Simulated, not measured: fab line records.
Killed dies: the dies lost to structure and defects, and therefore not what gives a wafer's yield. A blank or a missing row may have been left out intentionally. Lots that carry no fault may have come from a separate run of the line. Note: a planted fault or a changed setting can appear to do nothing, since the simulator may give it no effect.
Matching of chambers / flow n5_finfet / N5_BEOL_M9_ETCH_65 on rie_diel-04: 4 sister chambers
The step etches SiARC in CF4, target depth 15.6 nm, time 26 s. 14 wafers are shown with their chamber, then 7 later ones without.

## WAFERS, EACH WITH ITS CHAMBER
wafer=L076.3; chamber=1; showerhead_plenum_p_Torr (Torr)=2.22; drypump_motor_current_A (A)=6.2; oes_product_au (a.u.)=0.60
wafer=L076.4; chamber=0; showerhead_plenum_p_Torr (Torr)=2.05; drypump_motor_current_A (A)=5.4; oes_product_au (a.u.)=0.63
wafer=L076.5; chamber=3; showerhead_plenum_p_Torr (Torr)=1.99; drypump_motor_current_A (A)=5.7; oes_product_au (a.u.)=0.66
wafer=L084.1; chamber=3; showerhead_plenum_p_Torr (Torr)=1.98; drypump_motor_current_A (A)=5.6; oes_product_au (a.u.)=0.65
wafer=L084.4; chamber=1; showerhead_plenum_p_Torr (Torr)=2.21; drypump_motor_current_A (A)=6.2; oes_product_au (a.u.)=0.59
wafer=L084.6; chamber=2; showerhead_plenum_p_Torr (Torr)=2.19; drypump_motor_current_A (A)=6.1; oes_product_au (a.u.)=0.76
wafer=L085.1; chamber=2; showerhead_plenum_p_Torr (Torr)=2.19; drypump_motor_current_A (A)=6.1; oes_product_au (a.u.)=0.77
wafer=L085.2; chamber=0; showerhead_plenum_p_Torr (Torr)=2.04; drypump_motor_current_A (A)=5.4; oes_product_au (a.u.)=0.63
wafer=L085.3; chamber=3; showerhead_plenum_p_Torr (Torr)=1.98; drypump_motor_current_A (A)=5.6; oes_product_au (a.u.)=0.65
wafer=L089.2; chamber=3; showerhead_plenum_p_Torr (Torr)=1.98; drypump_motor_current_A (A)=5.6; oes_product_au (a.u.)=0.65
wafer=L089.4; chamber=2; showerhead_plenum_p_Torr (Torr)=2.19; drypump_motor_current_A (A)=6.0; oes_product_au (a.u.)=0.76
wafer=L089.5; chamber=0; showerhead_plenum_p_Torr (Torr)=2.04; drypump_motor_current_A (A)=5.4; oes_product_au (a.u.)=0.62
wafer=L088.3; chamber=1; showerhead_plenum_p_Torr (Torr)=2.21; drypump_motor_current_A (A)=6.2; oes_product_au (a.u.)=0.59
wafer=L088.4; chamber=2; showerhead_plenum_p_Torr (Torr)=2.19; drypump_motor_current_A (A)=6.1; oes_product_au (a.u.)=0.76

SIGNATURES (averages over the wafers above)
reading=showerhead_plenum_p_Torr; chamber 0=2.0433; chamber 1=2.2133; chamber 2=2.1900; chamber 3=1.9825; scatter within a chamber=0.00456
reading=drypump_motor_current_A; chamber 0=5.400; chamber 1=6.200; chamber 2=6.075; chamber 3=5.625; scatter within a chamber=0.0387
reading=oes_product_au; chamber 0=0.6267; chamber 1=0.5933; chamber 2=0.7625; chamber 3=0.6525; scatter within a chamber=0.00532
Rule: a wafer's distance from a chamber is the root of the sum, over the readings, of the square of ((its reading less the chamber's mean) divided by the reading's scatter). The wafer belongs to the nearest chamber; if the next one is less than 2 further off, it can't be placed. How the scatter is found: for the shown wafers, subtract from each reading the mean of its chamber, square and add these, divide the total by (wafers less chambers), then take the root.

## WAFERS WITHOUT THEIR CHAMBER
wafer=L088.5; showerhead_plenum_p_Torr (Torr)=2.21; drypump_motor_current_A (A)=6.2; oes_product_au (a.u.)=0.59
wafer=L090.1; showerhead_plenum_p_Torr (Torr)=2.19; drypump_motor_current_A (A)=6.1; oes_product_au (a.u.)=0.75
wafer=L090.2; showerhead_plenum_p_Torr (Torr)=2.21; drypump_motor_current_A (A)=6.2; oes_product_au (a.u.)=0.59
wafer=L090.3; showerhead_plenum_p_Torr (Torr)=1.98; drypump_motor_current_A (A)=5.6; oes_product_au (a.u.)=0.64
wafer=L091.1; showerhead_plenum_p_Torr (Torr)=2.21; drypump_motor_current_A (A)=6.2; oes_product_au (a.u.)=0.58
wafer=L091.5; showerhead_plenum_p_Torr (Torr)=1.98; drypump_motor_current_A (A)=5.7; oes_product_au (a.u.)=0.64
wafer=L091.6; showerhead_plenum_p_Torr (Torr)=2.19; drypump_motor_current_A (A)=6.1; oes_product_au (a.u.)=0.74

## EACH ONE'S CHAMBER
wafer=L088.5; from the rows above=1; in truth=1
wafer=L090.1; from the rows above=2; in truth=2
wafer=L090.2; from the rows above=1; in truth=1
wafer=L090.3; from the rows above=3; in truth=3
wafer=L091.1; from the rows above=1; in truth=1
wafer=L091.5; from the rows above=3; in truth=3
wafer=L091.6; from the rows above=2; in truth=2
Placed correctly: 7 of 7. From these rows, 0 cannot be placed. Placed wrongly: 0.
